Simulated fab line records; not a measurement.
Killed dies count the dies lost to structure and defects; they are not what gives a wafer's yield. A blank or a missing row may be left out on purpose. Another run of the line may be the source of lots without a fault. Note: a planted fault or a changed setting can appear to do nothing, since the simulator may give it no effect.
The tool behind it: which one? ; flow nand-harc ; 15 lots with 45 wafers sampled at 4 steps, on a route of 1159 steps

WHAT THE GAUGES SHOWED, per wafer
Not one reading of a measure or inspect step in the record can be checked against a usual standard deviation.

WHICH TOOL RAN EACH LOT (tool, then ch and the chambers of the sampled wafers, then the start)
lot;NHARC_P_ZERO_WELL_PEB_35;NHARC_P_GATE_DESCUM_13;NHARC_P_GATE_DESCUM_61;NHARC_P_CONTACT_DESCUM_17
L263;litho-track-02 ch 0, day 1 15:45;rie-diel-12 ch 0,3, day 3 23:02;rie-diel-04 ch 1,2, day 5 03:19;rie-diel-11 ch 0,3, day 5 11:26
L264;litho-track-07 ch 0, day 1 21:53;rie-diel-02 ch 0,1, day 3 23:04;rie-diel-12 ch 0,2,3, day 5 03:40;rie-diel-08 ch 0,2, day 5 12:04
L265;litho-track-07 ch 0, day 2 03:53;rie-diel-12 ch 0,2,3, day 4 15:12;rie-diel-12 ch 0,1,3, day 5 18:51;rie-diel-11 ch 1,2,3, day 6 01:25
L266;litho-track-03 ch 0, day 2 10:02;rie-diel-12 ch 1,2,3, day 4 15:02;rie-diel-12 ch 1,2,3, day 5 18:29;rie-diel-08 ch 1,2,3, day 6 00:56
L267;litho-track-02 ch 0, day 2 15:54;rie-diel-04 ch 0,1,3, day 5 05:47;rie-diel-02 ch 0,1,3, day 6 09:29;rie-diel-11 ch 0,1,3, day 6 16:25
L268;litho-track-02 ch 0, day 2 22:01;rie-diel-04 ch 2,3, day 5 05:56;rie-diel-02 ch 0,2,3, day 6 09:09;rie-diel-11 ch 2,3, day 6 15:27
L271;litho-track-07, day 3 16:13;-;-;-
L272;litho-track-03, day 3 21:55;-;-;-
L273;litho-track-03, day 4 03:48;-;-;-
L281;litho-track-03 ch 0, day 6 04:00;rie-diel-04 ch 0,1, day 8 15:34;rie-diel-04 ch 0,1,3, day 9 21:51;rie-diel-05 ch 0,1,2, day 10 04:26
L282;litho-track-07 ch 0, day 6 09:48;rie-diel-04 ch 2,3, day 8 15:41;rie-diel-12 ch 2,3, day 9 21:19;rie-diel-11 ch 2,3, day 10 04:16
L283;litho-track-07 ch 0, day 6 16:07;rie-diel-12 ch 1,2, day 9 03:38;rie-diel-12 ch 1,2,3, day 10 07:52;rie-diel-08 ch 0,2,3, day 10 14:28
L284;litho-track-03 ch 0, day 6 22:08;rie-diel-12 ch 0,1,2, day 9 03:42;rie-diel-12 ch 0,2,3, day 10 07:21;rie-diel-11 ch 1,3, day 10 13:59
L285;litho-track-02 ch 0, day 7 03:56;rie-diel-02 ch 0,2,3, day 9 11:41;rie-diel-12 ch 1,2,3, day 10 15:56;rie-diel-08 ch 0,2,3, day 10 22:26
L286;litho-track-03 ch 0, day 7 09:53;rie-diel-04 ch 0,1,3, day 9 18:57;rie-diel-12 ch 0,2,3, day 11 00:06;rie-diel-11 ch 0,1,2, day 11 06:35
- NHARC_P_ZERO_WELL_PEB_35: peb time 85 s.
- NHARC_P_GATE_DESCUM_13: chemistry O2, time 3 s.
- NHARC_P_GATE_DESCUM_61: chemistry O2, time 3 s.
- NHARC_P_CONTACT_DESCUM_17: chemistry O2, time 3 s.

WHAT THE TOOLS THEMSELVES READ (means of the sampled wafers that have a number; where no wafer has one, the mark that the record gives instead)
NHARC_P_ZERO_WELL_PEB_35.
lot;tool;chill-plate-temp-C (C);exhaust-pa (Pa)
L263;litho-track-02;22.95;45.4
L264;litho-track-07;22.99;45.1
L265;litho-track-07;22.94;45.2
L266;litho-track-03;22.85;45.6
L267;litho-track-02;22.96;43.9
L268;litho-track-02;22.89;45.6
L271;litho-track-07;-;-
L272;litho-track-03;-;-
L273;litho-track-03;-;-
L281;litho-track-03;22.92;44.5
L282;litho-track-07;23.07;46.0
L283;litho-track-07;23.02;44.2
L284;litho-track-03;22.89;45.7
L285;litho-track-02;22.88;44.8
L286;litho-track-03;22.97;45.9

NHARC_P_GATE_DESCUM_13.
lot;tool;drypump-motor-current-A (A);oes-product-au (a.u.);rf-vpp-V (V);showerhead-plenum-p-Torr (Torr);throttle-valve-pct (%)
L263;rie-diel-12;5.48;1.000;57.4;1.97;11.314
L264;rie-diel-02;5.78;0.993;58.4;1.96;11.312
L265;rie-diel-12;5.61;1.002;57.5;1.91;11.309
L266;rie-diel-12;5.67;1.003;58.1;1.87;11.306
L267;rie-diel-04;5.59;1.003;57.6;1.88;11.311
L268;rie-diel-04;5.52;0.996;57.5;1.98;11.308
L281;rie-diel-04;5.43;1.000;57.7;1.94;11.313
L282;rie-diel-04;5.53;1.013;58.7;1.97;11.308
L283;rie-diel-12;5.78;1.000;57.0;1.89;11.302
L284;rie-diel-12;5.72;0.997;57.7;1.93;11.316
L285;rie-diel-02;5.58;0.998;57.6;1.98;11.316
L286;rie-diel-04;5.57;1.014;57.4;1.97;11.314

NHARC_P_GATE_DESCUM_61.
lot;tool;drypump-motor-current-A (A);oes-product-au (a.u.);rf-vpp-V (V);showerhead-plenum-p-Torr (Torr);throttle-valve-pct (%)
L263;rie-diel-04;5.40;1.003;57.9;1.83;11.318
L264;rie-diel-12;5.62;0.999;56.8;1.91;11.313
L265;rie-diel-12;5.56;1.009;58.2;1.93;11.314
L266;rie-diel-12;5.69;1.000;57.1;1.87;11.315
L267;rie-diel-02;5.47;1.001;58.2;1.95;11.314
L268;rie-diel-02;5.60;1.002;58.2;1.99;11.312
L281;rie-diel-04;5.56;0.998;57.8;1.97;11.320
L282;rie-diel-12;5.58;1.007;56.9;1.85;11.317
L283;rie-diel-12;5.69;1.013;57.8;1.87;11.316
L284;rie-diel-12;5.64;1.000;57.2;1.90;11.317
L285;rie-diel-12;5.66;1.005;57.9;1.87;11.321
L286;rie-diel-12;5.60;0.996;58.8;1.90;11.318

NHARC_P_CONTACT_DESCUM_17.
lot;tool;drypump-motor-current-A (A);oes-product-au (a.u.);rf-vpp-V (V);showerhead-plenum-p-Torr (Torr);throttle-valve-pct (%)
L263;rie-diel-11;5.7;1.003;58.1;2.01;11.317
L264;rie-diel-08;5.3;0.998;57.5;1.93;11.309
L265;rie-diel-11;5.6;1.006;57.0;1.99;11.308
L266;rie-diel-08;5.5;0.988;58.1;1.88;11.306
L267;rie-diel-11;5.5;1.001;58.3;2.01;11.313
L268;rie-diel-11;5.6;1.002;58.4;1.99;11.307
L281;rie-diel-05;5.8;0.985;58.2;1.87;11.315
L282;rie-diel-11;5.6;1.003;57.7;1.99;11.317
L283;rie-diel-08;5.2;1.008;58.1;1.86;11.304
L284;rie-diel-11;5.3;1.005;58.2;2.01;11.324
L285;rie-diel-08;5.1;0.999;57.5;1.86;11.311
L286;rie-diel-11;5.8;1.008;56.8;1.98;11.311

THE ANSWER, worked out from the rows above alone
Rule: usual is defined by the lots themselves. The widest of any qualifying gaps counts: lots, ordered by their means at a reading, are off when they make up no more than a third of the lots, leave a main group of 4 or more, and stand apart from it by 3 or more times the standard deviation of that group's means. The tables above print the reading to a certain number of digits; a main group whose means all agree to those digits is not used. A lot without any number at a reading at which 4 lots or more have one is off too. The other lots that the step has rows for count as sound. First the gauges in route order, then the tools' own readings, where a lot's mean is used as printed above. At the first step where some lot is off, the reading lying furthest off is the one used; lots without a number count as furthest.
Off: L271, L272, L273 (NHARC_P_ZERO_WELL_PEB_35, chill-plate-temp-C). Without a number there: L271, L272, L273. The main group: mean 22.94 C, standard deviation 0.061.
A tool fits if, at that step or a process step before it, it ran every lot that is off, and no sound lot after the first of them. None of those tried fits.

WHAT THE SIMULATOR PUT IN
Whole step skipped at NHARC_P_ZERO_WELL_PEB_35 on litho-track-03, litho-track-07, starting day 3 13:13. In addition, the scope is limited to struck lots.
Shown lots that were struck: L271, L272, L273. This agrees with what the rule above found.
